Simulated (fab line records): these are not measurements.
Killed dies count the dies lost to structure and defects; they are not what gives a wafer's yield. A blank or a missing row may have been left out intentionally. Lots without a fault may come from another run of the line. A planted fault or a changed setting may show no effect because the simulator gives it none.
Which tool is to blame? + flow nand_harc + 36 wafers from 12 lots sampled at 4 of the route's 1302 steps

WHAT THE GAUGES SHOWED, per wafer
No reading from a measuring or inspecting step in the record can be judged against a usual standard deviation.

TOOL THAT RAN EACH LOT (tool first, then ch and the chambers of the sampled wafers, then the start)
| lot  | NHARC_A_SLIT_ETCH_29               | NHARC_A_WL_FILL_ALD_00           | NHARC_A_WL_FILL_ALD_02              | NHARC_A_WL_FILL_ETCHBACK_04       |
|------|------------------------------------|----------------------------------|-------------------------------------|-----------------------------------|
| L891 | rie_diel-07 ch 2,3, day 20 11:41   | ald_hk-01 ch 0,3, day 20 20:23   | ald_metal-01 ch 0,2, day 20 20:52   | rie_metal-01 ch 0,1, day 20 21:44 |
| L893 | rie_diel-10 ch 0,1,2, day 20 19:53 | ald_hk-04 ch 1,2, day 21 02:51   | ald_metal-01 ch 1,3, day 21 03:22   | rie_metal-02 ch 0,1, day 21 04:10 |
| L895 | rie_diel-08 ch 0,1,2, day 22 05:20 | ald_hk-04 ch 0,1,2, day 22 12:34 | ald_metal-01 ch 1,3, day 22 13:16   | rie_metal-03 ch 0,1, day 22 14:04 |
| L894 | rie_diel-08 ch 0,1,3, day 22 10:41 | ald_hk-03 ch 1,2, day 22 18:01   | ald_metal-04 ch 0,1,2, day 22 18:28 | rie_metal-01 ch 0,1, day 22 19:23 |
| L898 | rie_diel-10 ch 1,2,3, day 23 07:27 | ald_hk-04 ch 0,1, day 23 14:39   | ald_metal-01 ch 0,2,3, day 23 15:11 | rie_metal-01 ch 0,1, day 23 15:57 |
| L897 | rie_diel-10 ch 1,2, day 23 21:06   | ald_hk-04 ch 0,1,3, day 24 04:26 | ald_metal-02 ch 0,2,3, day 24 04:52 | rie_metal-02 ch 0,1, day 24 05:43 |
| L899 | rie_diel-10 ch 0,2,3, day 24 00:55 | ald_hk-01 ch 0,2,3, day 24 09:35 | ald_metal-02 ch 0,2,3, day 24 10:04 | rie_metal-03 ch 0,1, day 24 10:52 |
| L901 | rie_diel-08 ch 0,2, day 24 04:04   | ald_hk-01 ch 0,1,3, day 24 11:19 | ald_metal-04 ch 0,1,3, day 24 11:49 | rie_metal-01 ch 0,1, day 24 12:39 |
| L908 | rie_diel-08 ch 0,2, day 27 19:46   | ald_hk-01 ch 0,1,2, day 28 02:40 | ald_metal-01 ch 1,2,3, day 28 03:07 | rie_metal-03 ch 0,1, day 28 04:01 |
| L910 | rie_diel-07 ch 2,3, day 27 23:21   | ald_hk-03 ch 1,3, day 28 07:51   | ald_metal-01 ch 1,2,3, day 28 08:18 | rie_metal-02 ch 0,1, day 28 09:07 |
| L912 | rie_diel-10 ch 1,2,3, day 28 22:30 | ald_hk-04 ch 1,2,3, day 29 05:38 | ald_metal-02 ch 1,3, day 29 06:04   | rie_metal-01 ch 0,1, day 29 06:53 |
| L911 | rie_diel-10 ch 1,2,3, day 29 02:10 | ald_hk-03 ch 0,1,3, day 29 09:26 | ald_metal-04 ch 1,2, day 29 09:52   | rie_metal-02 ch 0,1, day 29 10:41 |
- NHARC_A_SLIT_ETCH_29: etches the open film in CF4/O2, target depth 100 nm, overetch 10 nm, time 55 s.
- NHARC_A_WL_FILL_ALD_00: deposits Al2O3, target thk 3 nm, pulse time 3 s, ald cycles 30.
- NHARC_A_WL_FILL_ALD_02: deposits TiN, target thk 2 nm, pulse time 3 s, ald cycles 100.
- NHARC_A_WL_FILL_ETCHBACK_04: etches the open film in NF3, target depth 60 nm, time 120 s.

AS READ BY THE TOOLS THEMSELVES (means over the sampled wafers that have a number; for cases with no such wafer, the mark the record gives instead)
NHARC_A_SLIT_ETCH_29.
| lot  | tool        | drypump_motor_current_A (A) | oes_product_au (a.u.) | rf_vpp_V (V) | showerhead_plenum_p_Torr (Torr) | throttle_valve_pct (%) |
|------|-------------|-----------------------------|-----------------------|--------------|---------------------------------|------------------------|
| L891 | rie_diel-07 | 5.4                         | 0.999                 | 197.7        | 1.34                            | 13.399                 |
| L893 | rie_diel-10 | 6.1                         | 1.004                 | 196.5        | 1.27                            | 13.390                 |
| L895 | rie_diel-08 | 5.7                         | 1.001                 | 196.8        | 1.29                            | 13.401                 |
| L894 | rie_diel-08 | 5.6                         | 1.010                 | 196.9        | 1.29                            | 13.395                 |
| L898 | rie_diel-10 | 6.2                         | 1.006                 | 195.6        | 1.24                            | 13.390                 |
| L897 | rie_diel-10 | 6.1                         | 0.999                 | 196.4        | 1.24                            | 13.391                 |
| L899 | rie_diel-10 | 6.0                         | 1.007                 | 195.9        | 1.26                            | 13.395                 |
| L901 | rie_diel-08 | 5.8                         | 1.020                 | 195.7        | 1.26                            | 13.400                 |
| L908 | rie_diel-08 | 5.8                         | 1.003                 | 196.3        | 1.26                            | 13.403                 |
| L910 | rie_diel-07 | 5.4                         | 1.007                 | 198.3        | 1.33                            | 13.401                 |
| L912 | rie_diel-10 | 6.2                         | 0.991                 | 195.3        | 1.24                            | 13.399                 |
| L911 | rie_diel-10 | 6.2                         | 0.987                 | 195.7        | 1.24                            | 13.404                 |

NHARC_A_WL_FILL_ALD_00.
| lot  | tool      | heater_power_w (W) | precursor_pulse_height_rel |
|------|-----------|--------------------|----------------------------|
| L891 | ald_hk-01 | 485                | 1.023                      |
| L893 | ald_hk-04 | 402                | 0.998                      |
| L895 | ald_hk-04 | 423                | 0.999                      |
| L894 | ald_hk-03 | 436                | 0.992                      |
| L898 | ald_hk-04 | 434                | 1.002                      |
| L897 | ald_hk-04 | 430                | 1.005                      |
| L899 | ald_hk-01 | 503                | 0.995                      |
| L901 | ald_hk-01 | 472                | 0.987                      |
| L908 | ald_hk-01 | 504                | 1.007                      |
| L910 | ald_hk-03 | 503                | 1.004                      |
| L912 | ald_hk-04 | 416                | 1.009                      |
| L911 | ald_hk-03 | 512                | 1.006                      |

NHARC_A_WL_FILL_ALD_02.
| lot  | tool         | heater_power_w (W) | precursor_pulse_height_rel |
|------|--------------|--------------------|----------------------------|
| L891 | ald_metal-01 | 1187               | 1.010                      |
| L893 | ald_metal-01 | 1113               | 0.987                      |
| L895 | ald_metal-01 | 1140               | 1.010                      |
| L894 | ald_metal-04 | 1044               | 0.988                      |
| L898 | ald_metal-01 | 1114               | 0.985                      |
| L897 | ald_metal-02 | 1022               | 1.001                      |
| L899 | ald_metal-02 | 1035               | 0.997                      |
| L901 | ald_metal-04 | 984                | 1.009                      |
| L908 | ald_metal-01 | 1194               | 0.995                      |
| L910 | ald_metal-01 | 1208               | 0.993                      |
| L912 | ald_metal-02 | 930                | 0.997                      |
| L911 | ald_metal-04 | 1049               | 1.004                      |

NHARC_A_WL_FILL_ETCHBACK_04.
| lot  | tool         | drypump_motor_current_A (A) | oes_product_au (a.u.) |
|------|--------------|-----------------------------|-----------------------|
| L891 | rie_metal-01 | 5.7                         | 1.017                 |
| L893 | rie_metal-02 | 5.5                         | 0.989                 |
| L895 | rie_metal-03 | 5.9                         | 1.007                 |
| L894 | rie_metal-01 | 5.4                         | 1.006                 |
| L898 | rie_metal-01 | 5.4                         | 1.016                 |
| L897 | rie_metal-02 | 5.6                         | 0.998                 |
| L899 | rie_metal-03 | 5.7                         | 0.994                 |
| L901 | rie_metal-01 | 5.4                         | 1.013                 |
| L908 | rie_metal-03 | 5.9                         | 0.998                 |
| L910 | rie_metal-02 | 5.7                         | 1.009                 |
| L912 | rie_metal-01 | 5.7                         | 0.999                 |
| L911 | rie_metal-02 | 5.7                         | 0.994                 |

THE ANSWER, worked out from the rows above alone
Rule: the usual values come from the lots themselves. Put in order of their means at a reading, lots are off if they are a third of the lots or fewer, leave a main group of 4 or more, and stand apart from it by a gap of 3 or more times the standard deviation of the main group's means; of several such gaps the widest counts. Not used: any main group whose means are identical at the precision the tables above print for the reading. Also off: a lot with no number at a reading for which 4 or more lots have one. The other lots that the step has rows for count as sound. After the gauges, taken in route order, come the tools' own readings; for these a lot's mean is taken, as printed above. The first step at which some lot is off is used, and at that step the reading that is off furthest; a lot without a number counts as furthest.
No lot is off on any of the readings shown, so nothing can be concluded from this.

WHAT HAD BEEN PUT IN BY THE SIMULATOR
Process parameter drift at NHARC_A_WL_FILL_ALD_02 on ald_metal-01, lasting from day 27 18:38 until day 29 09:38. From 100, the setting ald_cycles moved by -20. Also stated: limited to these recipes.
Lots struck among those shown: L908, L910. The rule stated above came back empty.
